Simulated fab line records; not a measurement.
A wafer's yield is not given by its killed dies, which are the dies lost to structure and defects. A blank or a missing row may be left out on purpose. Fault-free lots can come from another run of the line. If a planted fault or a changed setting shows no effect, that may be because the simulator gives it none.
Matching of chambers :: flow nand-harc :: rie-diel-13 running NHARC_P_M2_STRIP_18: 4 sister chambers
The step strips in N2/H2. 14 wafers are shown with their chamber, then 7 later ones without.

WAFERS PAIRED WITH THEIR CHAMBERS
wafer: L483.1
chamber: 0
drypump-motor-current-A (A): 6.3
showerhead-plenum-p-Torr (Torr): 2.03
oes-product-au (a.u.): 1.005

wafer: L483.5
chamber: 2
drypump-motor-current-A (A): 6.5
showerhead-plenum-p-Torr (Torr): 2.05
oes-product-au (a.u.): 0.989

wafer: L483.6
chamber: 1
drypump-motor-current-A (A): 4.8
showerhead-plenum-p-Torr (Torr): 2.13
oes-product-au (a.u.): 0.980

wafer: L490.1
chamber: 3
drypump-motor-current-A (A): 6.1
showerhead-plenum-p-Torr (Torr): 2.08
oes-product-au (a.u.): 1.013

wafer: L490.4
chamber: 1
drypump-motor-current-A (A): 4.8
showerhead-plenum-p-Torr (Torr): 2.12
oes-product-au (a.u.): 1.000

wafer: L490.6
chamber: 3
drypump-motor-current-A (A): 6.1
showerhead-plenum-p-Torr (Torr): 2.08
oes-product-au (a.u.): 1.012

wafer: L491.1
chamber: 3
drypump-motor-current-A (A): 6.1
showerhead-plenum-p-Torr (Torr): 2.08
oes-product-au (a.u.): 1.017

wafer: L491.2
chamber: 0
drypump-motor-current-A (A): 6.2
showerhead-plenum-p-Torr (Torr): 2.03
oes-product-au (a.u.): 1.003

wafer: L491.6
chamber: 2
drypump-motor-current-A (A): 6.5
showerhead-plenum-p-Torr (Torr): 2.05
oes-product-au (a.u.): 0.981

wafer: L496.1
chamber: 2
drypump-motor-current-A (A): 6.5
showerhead-plenum-p-Torr (Torr): 2.05
oes-product-au (a.u.): 1.001

wafer: L496.2
chamber: 3
drypump-motor-current-A (A): 6.1
showerhead-plenum-p-Torr (Torr): 2.08
oes-product-au (a.u.): 1.006

wafer: L496.4
chamber: 0
drypump-motor-current-A (A): 6.2
showerhead-plenum-p-Torr (Torr): 2.03
oes-product-au (a.u.): 1.010

wafer: L497.1
chamber: 3
drypump-motor-current-A (A): 6.1
showerhead-plenum-p-Torr (Torr): 2.08
oes-product-au (a.u.): 1.029

wafer: L497.2
chamber: 0
drypump-motor-current-A (A): 6.3
showerhead-plenum-p-Torr (Torr): 2.03
oes-product-au (a.u.): 1.018

SIGNATURES (averages over the wafers above)
reading: drypump-motor-current-A
chamber 0: 6.250
chamber 1: 4.800
chamber 2: 6.500
chamber 3: 6.100
scatter within a chamber: 0.0316

reading: showerhead-plenum-p-Torr
chamber 0: 2.0300
chamber 1: 2.1250
chamber 2: 2.0500
chamber 3: 2.0800
scatter within a chamber: 0.00224

reading: oes-product-au
chamber 0: 1.00900
chamber 1: 0.99000
chamber 2: 0.99033
chamber 3: 1.01540
scatter within a chamber: 0.00911
Rule: distance of a wafer from a chamber = root of the sum over the readings of ((wafer's reading minus chamber's mean) / reading's scatter) squared. If the next closest chamber is less than 2 further off than the closest, the wafer can't be placed; otherwise it belongs to the closest. The scatter: the root of (the sum of the squares of (reading less its chamber's mean) over the shown wafers, divided by (wafers less chambers)).

WAFERS MISSING THEIR CHAMBER
wafer: L497.5
drypump-motor-current-A (A): 4.9
showerhead-plenum-p-Torr (Torr): 2.12
oes-product-au (a.u.): 1.000

wafer: L501.1
drypump-motor-current-A (A): 6.5
showerhead-plenum-p-Torr (Torr): 2.05
oes-product-au (a.u.): 1.004

wafer: L501.4
drypump-motor-current-A (A): 6.1
showerhead-plenum-p-Torr (Torr): 2.08
oes-product-au (a.u.): 1.005

wafer: L501.5
drypump-motor-current-A (A): 4.9
showerhead-plenum-p-Torr (Torr): 2.12
oes-product-au (a.u.): 0.996

wafer: L503.2
drypump-motor-current-A (A): 4.8
showerhead-plenum-p-Torr (Torr): 2.12
oes-product-au (a.u.): 0.988

wafer: L503.3
drypump-motor-current-A (A): 6.5
showerhead-plenum-p-Torr (Torr): 2.05
oes-product-au (a.u.): 1.011

wafer: L503.6
drypump-motor-current-A (A): 6.1
showerhead-plenum-p-Torr (Torr): 2.08
oes-product-au (a.u.): 1.004

WHICH CHAMBER EACH WENT THROUGH
wafer: L497.5
from the rows above: 1
in truth: 1

wafer: L501.1
from the rows above: 2
in truth: 2

wafer: L501.4
from the rows above: 3
in truth: 3

wafer: L501.5
from the rows above: 1
in truth: 1

wafer: L503.2
from the rows above: 1
in truth: 1

wafer: L503.3
from the rows above: 2
in truth: 2

wafer: L503.6
from the rows above: 3
in truth: 3
7 of 7 placed correctly. Not placeable from these rows: 0. Wrongly placed: 0.
